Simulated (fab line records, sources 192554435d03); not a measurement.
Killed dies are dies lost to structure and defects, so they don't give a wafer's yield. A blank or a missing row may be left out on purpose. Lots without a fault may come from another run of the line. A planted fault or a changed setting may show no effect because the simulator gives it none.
Which tool did it? | flow n5_finfet | 11 lots, 30 wafers sampled, at 3 steps of a route of 1938

WHAT THE GAUGES READ, wafer by wafer
N5_BEOL_M9_CD_MEAS_35: target cd 70 nm, target cd y 40 nm.
lot  | measured     | on        | cd_nm (nm)
L164 | day 10 04:21 | cd_sem-02 | 68.7 69.4 70.1
L166 | day 11 02:08 | cd_sem-02 | 70.3 69.1 69.3
L167 | day 11 09:17 | cd_sem-03 | 69.8 69.3 69.5
L169 | day 11 21:41 | cd_sem-03 | 70.3 68.9 69.6
L173 | day 12 21:46 | cd_sem-01 | 70.6 69.9
L172 | day 12 22:05 | cd_sem-03 | 69.9 69.7
L178 | day 14 05:04 | cd_sem-03 | 68.4 69.9
L182 | day 15 14:10 | cd_sem-02 | 68.8 68.6 69.4
L181 | day 16 02:04 | cd_sem-03 | 70.1 68.8 68.3
L184 | day 16 05:02 | cd_sem-03 | 69.0 68.9 69.1
L185 | day 17 01:35 | cd_sem-02 | 68.5 69.3 69.1

WHICH TOOL RAN EACH LOT (tool, then ch and the chambers of the sampled wafers, then the start)
lot  | N5_BEOL_M9_ETCH_76                 | N5_BEOL_M9_TRENCH_ETCH_37
L164 | rie_diel-03 ch 0,1, day 10 03:46   | rie_diel-03 ch 0,1, day 10 04:01
L166 | rie_diel-04 ch 0,1,2, day 11 01:34 | rie_diel-04 ch 0,1,2, day 11 01:49
L167 | rie_diel-05 ch 0,2,3, day 11 08:43 | rie_diel-05 ch 0,2,3, day 11 08:58
L169 | rie_diel-04 ch 0,1,3, day 11 21:06 | rie_diel-04 ch 0,1,3, day 11 21:21
L173 | rie_diel-04 ch 0, day 12 21:05     | rie_diel-04 ch 0, day 12 21:19
L172 | rie_diel-04 ch 0,1, day 12 21:30   | rie_diel-04 ch 0,1, day 12 21:45
L178 | rie_diel-04 ch 0,2, day 14 04:29   | rie_diel-04 ch 0,2, day 14 04:44
L182 | rie_diel-05 ch 0,2,3, day 15 13:35 | rie_diel-05 ch 0,2,3, day 15 13:50
L181 | rie_diel-05 ch 0,2,3, day 16 01:30 | rie_diel-05 ch 0,2,3, day 16 01:45
L184 | rie_diel-03 ch 0,1,3, day 16 04:27 | rie_diel-03 ch 0,1,3, day 16 04:42
L185 | rie_diel-04 ch 1,2, day 17 01:01   | rie_diel-04 ch 1,2, day 17 01:15
- N5_BEOL_M9_ETCH_76: etches underlayer in N2/H2, target depth 6.5 nm, time 5.2 s.
- N5_BEOL_M9_TRENCH_ETCH_37: etches SiCOH lowk in C4F6/O2, target depth 151.43 nm, time 49 s.

WHAT THE TOOLS THEMSELVES READ (means of the sampled wafers that have a number; where no wafer has one, the mark that the record gives instead)
N5_BEOL_M9_ETCH_76.
lot  | tool        | drypump_motor_current_A (A) | etch_rf_on_time_s (s) | oes_product_au (a.u.) | rf_vpp_V (V) | showerhead_plenum_p_Torr (Torr) | throttle_valve_pct (%)
L164 | rie_diel-03 | 5.2                         | 5.23                  | 0.67                  | 523.6        | 2.50                            | 17.84
L166 | rie_diel-04 | 6.1                         | 5.11                  | 0.62                  | 522.6        | 2.49                            | 18.08
L167 | rie_diel-05 | 5.6                         | 5.32                  | 0.61                  | 524.1        | 2.56                            | 17.94
L169 | rie_diel-04 | 5.6                         | 5.26                  | 0.70                  | 522.4        | 2.52                            | 17.89
L173 | rie_diel-04 | 6.2                         | 5.03                  | 0.61                  | 522.7        | 2.52                            | 18.09
L172 | rie_diel-04 | 5.8                         | 5.23                  | 0.63                  | 522.4        | 2.53                            | 18.12
L178 | rie_diel-04 | 6.4                         | 5.11                  | 0.70                  | 527.2        | 2.62                            | 17.85
L182 | rie_diel-05 | 5.6                         | 5.26                  | 0.59                  | 524.8        | 2.54                            | 18.01
L181 | rie_diel-05 | 5.7                         | 5.24                  | 0.59                  | 523.8        | 2.54                            | 18.02
L184 | rie_diel-03 | 5.4                         | 5.20                  | 0.63                  | 522.7        | 2.52                            | 18.02
L185 | rie_diel-04 | 6.2                         | 5.22                  | 0.71                  | 527.8        | 2.64                            | 17.84

N5_BEOL_M9_TRENCH_ETCH_37.
lot  | tool        | drypump_motor_current_A (A) | oes_product_au (a.u.) | rf_vpp_V (V) | run_length_s (s) | showerhead_plenum_p_Torr (Torr) | throttle_valve_pct (%)
L164 | rie_diel-03 | 5.2                         | 0.77                  | 672          | 72.3             | 2.82                            | 20.96
L166 | rie_diel-04 | 6.1                         | 0.72                  | 664          | 72.4             | 2.80                            | 21.09
L167 | rie_diel-05 | 5.6                         | 0.72                  | 666          | 71.8             | 2.86                            | 20.95
L169 | rie_diel-04 | 5.6                         | 0.82                  | 657          | 72.2             | 2.83                            | 21.05
L173 | rie_diel-04 | 6.2                         | 0.72                  | 677          | 73.6             | 2.83                            | 21.09
L172 | rie_diel-04 | 5.8                         | 0.73                  | 660          | 74.3             | 2.83                            | 21.18
L178 | rie_diel-04 | 6.3                         | 0.81                  | 679          | 74.1             | 2.94                            | 20.86
L182 | rie_diel-05 | 5.6                         | 0.69                  | 665          | 72.2             | 2.84                            | 21.00
L181 | rie_diel-05 | 5.6                         | 0.69                  | 665          | 72.0             | 2.84                            | 21.01
L184 | rie_diel-03 | 5.4                         | 0.75                  | 675          | 72.3             | 2.83                            | 21.13
L185 | rie_diel-04 | 6.2                         | 0.83                  | 668          | 72.5             | 2.96                            | 20.86

THE ANSWER, worked out from the rows above alone
Rule: what is usual is taken from the lots themselves. Put in order of their means at a reading, lots are off if they are a third of the lots or fewer, leave a main group of 4 or more, and stand apart from it by a gap of 3 or more times the standard deviation of the main group's means; of several such gaps the widest counts. A main group whose means are all the same, to the digits that the tables above print for the reading, isn't used. A lot without any number at a reading at which 4 lots or more have one is off too. The other lots that the step has rows for count as sound. The gauges are gone through in route order, then the tools' own readings, and for those a lot's mean is taken as printed above. The first step at which some lot is off is used, and at that step the reading that is off furthest; a lot without a number counts as furthest.
Off: L173, L172, L178, at N5_BEOL_M9_TRENCH_ETCH_37 (run_length_s). The main group: mean 72.2 s, standard deviation 0.21.
A tool fits if, at that step or a process step before it, it ran every lot that is off, and no sound lot after the first of them. None of those tried fits.

WHAT THE SIMULATOR HAD PUT IN
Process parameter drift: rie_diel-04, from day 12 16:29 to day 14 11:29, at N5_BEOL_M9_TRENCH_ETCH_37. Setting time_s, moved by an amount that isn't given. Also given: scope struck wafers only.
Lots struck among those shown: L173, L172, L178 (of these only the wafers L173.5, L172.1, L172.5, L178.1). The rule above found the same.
